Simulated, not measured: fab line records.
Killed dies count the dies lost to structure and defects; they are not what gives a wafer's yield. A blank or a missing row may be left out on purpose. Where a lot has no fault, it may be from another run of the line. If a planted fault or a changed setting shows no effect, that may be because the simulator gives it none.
fab line records	flow n5-finfet	part 1 of 2: steps 1 to 18 of 27
record: lots: 5	wafers: 15	last-day: 17
route steps=1938 shown FIN_CUT@173 STI_FIN_REVEAL@183
lots with no fault: from the same line, run without faults
start-h: start of the lot's first displayed wafer, in hours after the record's first day	wait-h: hours from the lot's prior step to this one	" as in the row above	L1.1+2: one row covering several wafers at once	- no value, or no start given	* or withheld: withheld	< > ~ a bound
route shown NAME@n: a module of which the file shows steps, and the number in the route of the first	usual: mean/standard deviation of fault-free wafers	same: alike in all rows	chamber/n: place in a boat	sites: readings site by site	_std_site: the values' standard deviation	_edge_site: the outer-site mean with the inner-site mean subtracted	radius-mm: how far each site lies from the wafer's centre	mask NAME#n: copy n	behind: the tool/chamber that last shaped the wafer	hold: cause of the lot's hold/its duration in hours/its outcome	device: whichever transistor did not switch (one of n, p or np)	end of line: tests run on the same wafers once the route is complete	step lacking rows: just its recipe	killed: dies lost to structure and defects at the first sort, not the wafer's yield	map: a wafer's dies, x killed, . not, _ none there
set.NAME: the setting that was run; set.NAME@STEP: the one run at that earlier step	model.NAME: the simulator's own value behind a step, which no gauge read
a table for each step, a row for each wafer; lots at some steps of the route
services: from which hour (start-h, from the record's first day; less than 0 if before it) a tool's chamber was out of use, for how many hours, and why
== steps ==
step: N5_FIN_CUT_CUT_ETCH_26
recipe: chemistry: CH3F/O2	target: SiNx	target-depth-a: 390	mask-material: SOC	time-s: 55.7	pressure-mtorr: 30	source-w: 395	bias-w: 73	Ar_flow_sccm: 150	CH3F_flow_sccm: 30	O2_flow_sccm: 20	ion-energy-ev: 120
usual: O2_flow_sccm: 19.99/0.058	chamber-pressure-mTorr: 30.001/0.027	drypump-motor-current-A: 5.8/0.42	oes-product-au: 0.80/0.079	rf-vpp-V: 296/5.6	showerhead-plenum-p-Torr: 2.00/0.066	throttle-valve-pct: 16.34/0.15
lot.wafer	tool	chamber	start-h	wait-h	O2_flow_sccm	chamber-pressure-mTorr	drypump-motor-current-A	oes-product-au	rf-hours-counter-h	rf-vpp-V	showerhead-plenum-p-Torr	throttle-valve-pct
L078.1	rie-diel-01	2	51.10	0.0	19.96	29.991	5.2	0.87	54	291	1.96	16.38
L078.4	"	0	"	"	19.97	30.047	6.1	0.74	183	298	2.06	16.30
L078.5	"	2	"	"	19.97	29.986	5.2	0.86	-	293	1.96	16.36
L082.1	rie-diel-05	0	75.42	0.0	19.91	29.967	5.9	0.69	236	300	2.05	16.61
L082.4	"	1	"	"	20.03	30.018	6.1	0.83	77	294	1.96	16.41
L082.6	"	0	"	"	19.96	30.011	5.9	0.68	-	302	2.05	16.60
L087.1	rie-diel-05	3	109.32	0.0	19.96	29.988	6.2	0.74	199	289	2.05	16.34
L087.2	"	0	"	"	20.03	30.002	5.9	0.67	246	302	2.05	16.64
L087.6	"	2	"	"	20.01	30.052	5.3	0.82	-	308	2.02	16.45
L095.2	rie-diel-01	3	153.04	0.0	20.03	29.990	6.0	0.77	142	296	2.02	16.33
L095.4	"	2	"	"	19.99	29.979	5.2	0.82	-	292	1.95	16.45
L095.5	"	3	"	"	19.99	29.996	6.0	0.78	-	295	2.02	16.35
L096.1	rie-diel-05	3	158.89	0.0	20.07	29.996	6.2	0.73	217	288	2.05	16.36
L096.3	"	0	"	"	19.93	30.023	5.9	0.97	2	303	2.05	16.18
L096.4	"	2	"	"	20.02	30.031	5.3	0.79	102	308	2.01	16.48
step: N5_FIN_CUT_CUT_ETCH_27
recipe: chemistry: CHF3/O2	target: SiO2	target-depth-a: 40	mask-material: SOC	overetch-a: 20	time-s: 4.9	pressure-mtorr: 30	source-w: 650	bias-w: 170	Ar_flow_sccm: 200	CHF3_flow_sccm: 50	O2_flow_sccm: 5	ion-energy-ev: 200
usual: O2_flow_sccm: 4.998/0.017	chamber-pressure-mTorr: 30.00/0.031	drypump-motor-current-A: 5.8/0.42	oes-product-au: 0.63/0.061	rf-vpp-V: 521/9.9	showerhead-plenum-p-Torr: 2.41/0.077	throttle-valve-pct: 18.81/0.14
lot.wafer	tool	chamber	start-h	wait-h	O2_flow_sccm	chamber-pressure-mTorr	drypump-motor-current-A	oes-product-au	rf-hours-counter-h	rf-vpp-V	showerhead-plenum-p-Torr	throttle-valve-pct
L078.1	rie-diel-01	2	51.15	0.0	4.964	30.01	5.2	0.68	54	513	2.37	18.87
L078.4	"	0	"	"	4.997	30.00	6.1	0.58	183	524	2.48	18.73
L078.5	"	2	"	"	4.967	29.96	5.1	0.69	-	514	2.37	18.87
L082.1	rie-diel-05	0	75.46	0.0	4.990	29.97	5.9	0.56	236	532	2.47	19.06
L082.4	"	1	"	"	4.970	30.00	6.1	0.65	77	519	2.36	18.89
L082.6	"	0	"	"	4.996	29.97	5.9	0.55	-	533	2.47	19.06
L087.1	rie-diel-05	3	109.37	0.0	4.990	29.98	6.2	0.58	199	508	2.47	18.73
L087.2	"	0	"	"	4.978	30.03	5.9	0.55	246	531	2.47	19.08
L087.6	"	2	"	"	4.972	29.99	5.3	0.64	-	542	2.43	18.95
L095.2	rie-diel-01	3	153.08	0.0	5.002	29.96	6.0	0.62	142	520	2.43	18.76
L095.4	"	2	"	"	4.998	29.99	5.2	0.65	-	513	2.35	18.93
L095.5	"	3	"	"	4.984	30.01	6.0	0.61	-	520	2.43	18.77
L096.1	rie-diel-05	3	158.94	0.0	5.015	30.02	6.2	0.57	217	505	2.46	18.77
L096.3	"	0	"	"	4.977	30.00	5.9	0.77	2	533	2.46	18.70
L096.4	"	2	"	"	4.976	29.99	5.3	0.63	102	543	2.42	18.98
step: N5_FIN_CUT_PRECLEAN_35
recipe: time-s: 13.3	temp-c: 45	pressure-torr: 125	p-hf-torr: 3	p-coreactant-torr: 25	chemistry: vHF
usual: drypump-motor-current-A: 5.42/0.2
lot.wafer	tool	chamber	start-h	wait-h	drypump-motor-current-A
L078.1	vapor-etch-02	0	51.22	0.0	5.51
L078.4	"	1	"	"	5.28
L078.5	"	1	"	"	5.29
L082.1	vapor-etch-02	0	75.53	0.0	5.51
L082.4	"	1	"	"	5.29
L082.6	"	0	"	"	5.52
L087.1	vapor-etch-02	0	109.55	0.2	5.50
L087.2	"	1	"	"	5.31
L087.6	"	0	"	"	5.50
L095.2	vapor-etch-02	1	153.15	0.0	5.31
L095.4	"	0	"	"	5.50
L095.5	"	1	"	"	5.30
L096.1	vapor-etch-01	0	159.01	0.0	5.16
L096.3	"	0	"	"	5.16
L096.4	"	1	"	"	5.68
step: N5_FIN_CUT_CUT_ETCH_15
recipe: chemistry: HBr/Cl2/O2	target: Si	target-depth-a: 1000	bt-time-s: 10	mask-material: SOC	time-s: 42.4	ion-energy-ev: *	bias-w: *	pressure-mtorr: 10	icp-w: 800	HBr_flow_sccm: 150	Cl2_flow_sccm: 80	O2_flow_sccm: 12
usual: O2_flow_sccm: 12.00/0.038	chamber-pressure-mTorr: 10.000/0.0092	drypump-motor-current-A: 5.8/0.51	oes-product-au: 1.009/0.012	throttle-valve-pct: 37.02/0.27
lot.wafer	tool	chamber	start-h	wait-h	O2_flow_sccm	chamber-pressure-mTorr	drypump-motor-current-A	oes-product-au	rf-hours-counter-h	throttle-valve-pct
L078.1	rie-si-01	0	51.30	0.1	12.00	10.015	5.4	1.004	134	36.89
L078.4	"	2	"	"	11.99	10.002	6.1	1.003	-	37.38
L078.5	"	1	"	"	11.97	9.994	6.4	1.017	-	36.97
L082.1	rie-si-01	1	75.61	0.1	12.01	9.980	6.5	1.007	86	36.98
L082.4	"	2	"	"	11.95	10.006	6.1	0.996	10	37.38
L082.6	"	3	"	"	11.95	10.009	6.6	1.024	-	37.33
L087.1	rie-si-02	0	109.64	0.1	11.97	10.008	5.4	1.020	33	36.45
L087.2	"	3	"	"	11.95	10.004	6.1	1.006	32	36.84
L087.6	"	3	"	"	12.03	9.993	6.2	1.006	-	36.85
L095.2	rie-si-03	0	153.23	0.1	12.00	9.993	5.7	1.010	99	37.25
L095.4	"	3	"	"	12.00	10.017	6.3	1.025	-	36.98
L095.5	"	0	"	"	12.02	10.012	5.7	1.014	-	37.26
L096.1	rie-si-03	0	159.09	0.1	11.99	9.990	5.7	1.010	99	37.26
L096.3	"	1	"	"	11.98	9.993	5.5	0.995	188	36.58
L096.4	"	3	"	"	11.97	9.998	6.2	1.028	1	36.99
step: N5_FIN_CUT_CUT_ETCH_28
recipe: chemistry: HBr/Cl2/O2	target: Si	target-depth-a: 60	mask-material: SOC	time-s: 2.4	ion-energy-ev: *	bias-w: *	pressure-mtorr: 10	icp-w: 800	HBr_flow_sccm: 150	Cl2_flow_sccm: 80	O2_flow_sccm: 12
usual: O2_flow_sccm: 12.00/0.036	chamber-pressure-mTorr: 9.999/0.009	drypump-motor-current-A: 5.8/0.51	oes-product-au: 1.009/0.012	throttle-valve-pct: 37.01/0.27
lot.wafer	tool	chamber	start-h	wait-h	O2_flow_sccm	chamber-pressure-mTorr	drypump-motor-current-A	oes-product-au	rf-hours-counter-h	throttle-valve-pct
L078.1	rie-si-01	0	51.35	0.0	11.97	10.002	5.3	0.999	134	36.87
L078.4	"	2	"	"	12.02	10.015	6.1	1.002	-	37.37
L078.5	"	1	"	"	11.89	9.994	6.5	1.008	-	36.97
L082.1	rie-si-01	1	75.66	0.0	11.95	9.991	6.4	1.015	86	36.97
L082.4	"	2	"	"	12.01	10.009	6.1	0.998	10	37.37
L082.6	"	3	"	"	11.96	10.011	6.7	1.025	-	37.34
L087.1	rie-si-02	0	109.69	0.0	12.02	10.003	5.4	1.019	33	36.46
L087.2	"	3	"	"	12.03	9.987	6.1	1.004	32	36.85
L087.6	"	3	"	"	12.00	9.997	6.1	1.016	-	36.86
L095.2	rie-si-03	0	153.28	0.0	12.05	10.006	5.7	1.012	99	37.25
L095.4	"	3	"	"	11.95	9.995	6.2	1.030	-	37.00
L095.5	"	0	"	"	12.02	9.990	5.7	1.013	-	37.25
L096.1	rie-si-03	0	159.14	0.0	11.95	10.001	5.7	1.015	99	37.25
L096.3	"	1	"	"	12.00	9.997	5.4	1.010	188	36.58
L096.4	"	3	"	"	12.00	10.014	6.2	1.026	1	36.98
step: N5_FIN_CUT_STRIP_22
recipe: chemistry: N2/H2	power-w: 500	temp-c: 40	pressure-mtorr: 50	rf-frequency-hz: 6e+07	overash-fraction: 0.3	bias-power-w: 8	h2-frac: 0.5	n2-flow-sccm: 300	h2-flow-sccm: 300
usual: chamber-pressure-mTorr: 50.01/0.12	drypump-motor-current-A: 5.8/0.39	oes-product-au: 0.80/0.087	rf-vpp-V: 54.3/2.3	showerhead-plenum-p-Torr: 3.37/0.13	throttle-valve-pct: 18.83/0.28
lot.wafer	tool	chamber	start-h	wait-h	chamber-pressure-mTorr	drypump-motor-current-A	oes-product-au	rf-hours-counter-h	rf-vpp-V	showerhead-plenum-p-Torr	throttle-valve-pct
L078.1	rie-diel-01	3	51.43	0.1	49.97	6.0	0.80	114	56.2	3.37	18.32
L078.4	"	2	"	"	50.03	5.2	0.87	55	53.5	3.27	18.94
L078.5	"	0	"	"	49.83	6.1	0.73	-	56.4	3.47	18.87
L082.1	rie-diel-04	3	75.75	0.1	49.96	5.7	0.68	216	54.6	3.17	18.81
L082.4	"	0	"	"	49.99	5.1	0.77	127	55.1	3.34	18.49
L082.6	"	0	"	"	50.12	5.1	0.79	-	53.8	3.34	18.48
L087.1	rie-diel-04	1	109.76	0.0	50.11	5.9	0.89	24	56.8	3.57	18.84
L087.2	"	0	"	"	49.85	5.2	0.79	133	54.6	3.34	18.52
L087.6	"	1	"	"	49.87	5.9	0.90	-	54.7	3.57	18.83
L095.2	rie-diel-05	2	153.35	0.0	50.04	5.3	0.80	100	56.4	3.41	19.06
L095.4	"	3	"	"	49.96	6.2	0.73	215	55.5	3.46	19.12
L095.5	"	0	"	"	49.95	6.0	0.99	-	55.7	3.44	19.11
L096.1	rie-diel-04	2	159.24	0.1	50.00	5.6	0.94	4	52.7	3.57	18.20
L096.3	"	0	"	"	50.00	5.1	0.74	151	53.6	3.33	18.57
L096.4	"	3	"	"	49.99	5.7	0.67	244	55.1	3.16	18.84
step: N5_FIN_CUT_PRECLEAN_36
recipe: chemistry: O3/DIW	time-s: 60	temp-c: 22	o3-ppm: 10
lot.wafer	tool	chamber	start-h	wait-h
L078.1+4+5	wet-bench-03	5,7,6	51.50	-
L082.1+4+6	wet-bench-03	3,5,1	75.82	-
L087.1+2+6	wet-bench-04	6,0,2	109.82	-
L095.2+4+5	wet-bench-04	0,6,3	153.42	-
L096.1+3+4	wet-bench-04	0,6,5	159.31	-
step: N5_FIN_CUT_SRD_32
recipe: dry: ipa-marangoni	time-s: 30	temp-c: 23	rinse-liquid: diw
lot.wafer	tool	chamber	start-h	wait-h
L078.1+4+5	wet-bench-03	5,7,6	51.52	0.0
L082.1+4+6	wet-bench-03	3,5,1	75.84	0.0
L087.1+2+6	wet-bench-04	6,0,2	109.84	0.0
L095.2+4+5	wet-bench-04	0,6,3	153.44	0.0
L096.1+3+4	wet-bench-04	0,6,5	159.33	0.0
step: N5_FIN_CUT_UV_OZONE_34
recipe: time-s: 120	pressure-torr: 760	temp-c: 25
lot.wafer	tool	chamber	start-h	wait-h
L078.1+4+5	wet-bench-03	5,7,6	51.54	0.0
L082.1+4+6	wet-bench-03	3,5,1	75.86	0.0
L087.1+2+6	wet-bench-04	6,0,2	109.86	0.0
L095.2+4+5	wet-bench-04	0,6,3	153.45	0.0
L096.1+3+4	wet-bench-04	0,6,5	159.35	0.0
step: N5_FIN_CUT_INSPECT_17
recipe: inspect-instrument: brightfield	mode: aei
usual: raw-defect-count: 238/77
lot.wafer	tool	chamber	start-h	wait-h	raw-defect-count
L078.1	defect-inspect-01	-	51.59	0.0	273
L078.4	"	-	"	"	282
L078.5	"	-	"	"	263
L082.1	defect-inspect-02	-	75.91	0.0	197
L082.4	"	-	"	"	425
L082.6	"	-	"	"	149
L087.1	defect-inspect-02	-	109.92	0.0	225
L087.2	"	-	"	"	224
L087.6	"	-	"	"	204
L095.2	defect-inspect-01	-	153.51	0.0	356
L095.4	"	-	"	"	338
L095.5	"	-	"	"	290
L096.1	defect-inspect-01	-	159.41	0.0	143
L096.3	"	-	"	"	119
L096.4	"	-	"	"	116
step: N5_STI_FIN_REVEAL_ALD_00
recipe: material: SiO2	target-thk-a: 10	temp-c: 300	ald-precursor-family: BDEAS	ald-co-reactant: O2-plasma	pulse-time-s: 1	pressure-torr: 2
usual: heater-power-outer-w: 258/48	heater-power-w: 465/70	precursor-pulse-height-rel: 1.001/0.019
lot.wafer	tool	chamber	start-h	wait-h	heater-power-outer-w	heater-power-w	precursor-pulse-height-rel
L078.1	ald-sin-01	1	52.12	0.5	263	496	1.033
L078.4	"	3	"	"	272	511	0.981
L078.5	"	0	"	"	246	473	1.004
L082.1	ald-sin-03	0	75.95	0.0	328	566	1.014
L082.4	"	3	"	"	248	461	0.960
L082.6	"	3	"	"	249	463	1.004
L087.1	ald-sin-03	2	110.98	1.1	214	380	0.983
L087.2	"	1	"	"	171	328	1.034
L087.6	"	2	"	"	208	390	0.979
L095.2	ald-sin-02	0	153.55	0.0	347	570	0.949
L095.4	"	1	"	"	254	484	0.969
L095.5	"	0	"	"	341	556	1.032
L096.1	ald-sin-03	1	159.53	0.1	175	329	0.979
L096.3	"	0	"	"	327	585	1.003
L096.4	"	2	"	"	211	380	0.987
step: N5_STI_FIN_REVEAL_ALD_14
recipe: material: Si3N4	target-thk-a: 30	temp-c: 400	ald-precursor-family: SiH2I2	ald-co-reactant: N2/H2-plasma	pressure-torr: 2
usual: heater-power-outer-w: 508/93	heater-power-w: 832/130
lot.wafer	tool	chamber	start-h	wait-h	heater-power-outer-w	heater-power-w
L078.1	ald-sin-01	1	52.17	0.0	528	878
L078.4	"	3	"	"	557	928
L078.5	"	0	"	"	499	838
L082.1	ald-sin-03	0	76.00	0.0	656	1029
L082.4	"	3	"	"	477	827
L082.6	"	3	"	"	489	822
L087.1	ald-sin-03	2	111.03	0.0	421	667
L087.2	"	1	"	"	343	593
L087.6	"	2	"	"	411	695
L095.2	ald-sin-02	0	153.60	0.0	685	1034
L095.4	"	1	"	"	505	838
L095.5	"	0	"	"	661	998
L096.1	ald-sin-03	1	159.58	0.0	342	601
L096.3	"	0	"	"	672	1012
L096.4	"	2	"	"	409	703
step: N5_STI_FIN_REVEAL_FCVD_FILL_01
recipe: material: SiO2_flowable	target-thk-a: 3120	temp-c: 100	pressure-torr: 0.8	rf-w: 2000	time-s: 512.2
lot.wafer	tool	chamber	start-h	wait-h
L078.1+4+5	fcvd-02	1,0,1	52.41	0.1
L082.1+4+6	fcvd-02	0,1,1	76.24	0.1
L087.1+2+6	fcvd-01	0,1,0	111.27	0.1
L095.2+4+5	fcvd-02	1	153.83	0.1
L096.1+3+4	fcvd-02	1,0,1	159.82	0.1
step: N5_STI_FIN_REVEAL_DENSIFY_02
recipe: temp-c: 650	ambient: steam	time-s: 1800	idle-temp-c: 400	densification-p-h2o-torr: 640
usual: spike-tc-bottom-C: 670/4.1
lot.wafer	tool	chamber	start-h	wait-h	spike-tc-bottom-C
L078.1	furnace-03	0	53.06	0.4	665
L078.4	"	0	"	"	666
L078.5	"	0	"	"	667
L082.1	furnace-01	0	76.87	0.4	674
L082.4	"	0	"	"	674
L082.6	"	0	"	"	676
L087.1	furnace-01	0	111.91	0.4	674
L087.2	"	0	"	"	675
L087.6	"	0	"	"	674
L095.2	furnace-03	0	154.48	0.4	666
L095.4	"	0	"	"	665
L095.5	"	0	"	"	666
L096.1	furnace-03	0	160.45	0.4	664
L096.3	"	0	"	"	665
L096.4	"	0	"	"	664
step: N5_STI_FIN_REVEAL_CMP_04
recipe: stop-on: Si3N4	t-overpolish-s: 4	down-force-psi: 2	platen-rpm: 54.18	post-cmp-clean: alkaline-brush	pad-velocity-m-s: 1.078	target-thk-nm: 131.83
usual: motor-current-A: 7.9/0.86	overpolish-run-s: 4.000/0.0094	time-to-endpoint-s: 102/4.4
lot.wafer	tool	chamber	start-h	wait-h	motor-current-A	overpolish-run-s	time-to-endpoint-s
L078.4	cmp-04	0	57.30	0.1	7.3	4.006	104
L078.1	"	1	"	"	8.1	3.995	99
L078.5	"	3	"	"	6.0	4.003	104
L082.1	cmp-03	0	81.04	0.0	8.3	3.997	94
L082.4	"	3	"	"	9.6	4.016	98
L082.6	"	0	"	"	7.9	4.005	98
L087.2	cmp-03	1	116.15	0.1	9.1	3.998	108
L087.1	"	2	"	"	8.9	3.997	97
L087.6	"	0	"	"	8.0	4.020	100
L095.4	cmp-03	1	158.65	0.0	8.6	4.006	106
L095.2	"	3	"	"	9.1	3.990	100
L095.5	"	1	"	"	9.2	3.992	107
L096.4	cmp-01	2	164.62	0.0	7.6	3.988	96
L096.3	"	0	"	"	7.3	4.002	100
L096.1	"	1	"	"	8.0	3.975	105
step: N5_STI_FIN_REVEAL_THK_MEAS_05
usual: thk-nm: 131.8/1.3
lot.wafer	tool	chamber	start-h	wait-h	thk-nm
L078.1	film-metro-01	-	57.52	-	129.3
L078.4	"	-	"	"	132.6
L078.5	"	-	"	"	130.7
L082.1	film-metro-01	-	81.33	-	131.8
L082.4	"	-	"	"	131.7
L082.6	"	-	"	"	131.5
L087.1	film-metro-01	-	116.37	-	131.1
L087.2	"	-	"	"	132.9
L087.6	"	-	"	"	132.1
L095.2	film-metro-02	-	158.94	-	131.5
L095.4	"	-	"	"	133.1
L095.5	"	-	"	"	132.4
L096.1	film-metro-01	-	164.91	-	132.9
L096.3	"	-	"	"	131.2
L096.4	"	-	"	"	131.9
step: N5_STI_FIN_REVEAL_DENSIFY_30
recipe: temp-c: *	time-s: *	ambient: N2	idle-temp-c: 600	ramp-up-c-per-s: 150	ramp-down-c-per-s: 60	cool-to-c: 600
usual: lamp-power-pct: 11.54/0.051	lamp_zone_2_pct: 11.528/0.016	wafer_temp_C_max: *
lot.wafer	tool	chamber	start-h	wait-h	lamp-power-pct	lamp_zone_2_pct	wafer_temp_C_max
L078.1	rtp-anneal-02	0	57.55	0.0	11.51	11.528	*
L078.4	"	0	"	"	11.67	11.509	*
L078.5	"	0	"	"	11.52	11.534	*
L082.1	rtp-anneal-01	0	81.36	0.0	11.56	11.537	*
L082.4	"	0	"	"	11.56	11.559	*
L082.6	"	0	"	"	11.41	11.537	*
L087.1	rtp-anneal-01	0	116.50	0.1	11.59	11.512	*
L087.2	"	0	"	"	11.55	11.500	*
L087.6	"	0	"	"	11.58	11.535	*
L095.2	rtp-anneal-01	0	159.00	0.1	11.55	11.513	*
L095.4	"	0	"	"	11.59	11.521	*
L095.5	"	0	"	"	11.55	11.532	*
L096.1	rtp-anneal-01	0	165.10	0.2	11.48	11.540	*
L096.3	"	0	"	"	11.52	11.522	*
L096.4	"	0	"	"	11.58	11.541	*
step: N5_STI_FIN_REVEAL_ETCHBACK_08
recipe: chemistry: C4F6/O2	target: SiO2	target-depth-a: 305	time-s: 10.167	ion-energy-ev: 250	pressure-mtorr: 30	source-w: 345	bias-w: 185	Ar_flow_sccm: 300	C4F6_flow_sccm: 10	O2_flow_sccm: 10
usual: O2_flow_sccm: 9.997/0.03	chamber-pressure-mTorr: 29.999/0.029	drypump-motor-current-A: 5.7/0.33	oes-product-au: 0.76/0.056	rf-vpp-V: 662/13	showerhead-plenum-p-Torr: 2.84/0.098	throttle-valve-pct: 21.15/0.23
lot.wafer	tool	chamber	start-h	wait-h	O2_flow_sccm	chamber-pressure-mTorr	drypump-motor-current-A	oes-product-au	rf-hours-counter-h	rf-vpp-V	showerhead-plenum-p-Torr	throttle-valve-pct
L078.1	rie-diel-03	1	57.76	0.2	10.017	29.995	5.3	0.75	149	643	2.95	21.08
L078.4	"	0	"	"	9.982	29.974	5.6	0.80	108	659	2.75	21.11
L078.5	"	2	"	"	10.006	30.041	6.1	0.73	-	651	2.84	20.97
L082.1	rie-diel-02	2	81.57	0.2	10.019	30.034	5.4	0.74	188	668	2.83	21.07
L082.4	"	1	"	"	9.981	30.040	5.9	0.74	179	675	2.93	21.27
L082.6	"	2	"	"	10.010	30.036	5.4	0.75	-	669	2.83	21.06
L087.1	rie-diel-06	0	116.82	0.3	9.963	30.010	5.8	0.75	153	659	2.96	21.25
L087.2	"	1	"	"	9.947	30.012	5.4	0.75	179	693	2.84	21.50
L087.6	"	0	"	"	10.000	29.972	5.8	0.75	-	660	2.96	21.27
L095.2	rie-diel-06	0	159.18	0.2	9.989	29.989	5.8	0.74	169	659	2.95	21.29
L095.4	"	1	"	"	9.946	30.037	5.4	0.74	196	693	2.84	21.52
L095.5	"	2	"	"	10.038	29.996	6.3	0.70	-	653	2.71	21.51
L096.1	rie-diel-02	2	165.31	0.2	10.004	30.002	5.5	0.72	220	666	2.81	21.10
L096.3	"	3	"	"	10.003	30.007	5.5	0.73	206	662	2.82	21.63
L096.4	"	1	"	"	9.992	30.030	5.9	0.73	208	675	2.92	21.31
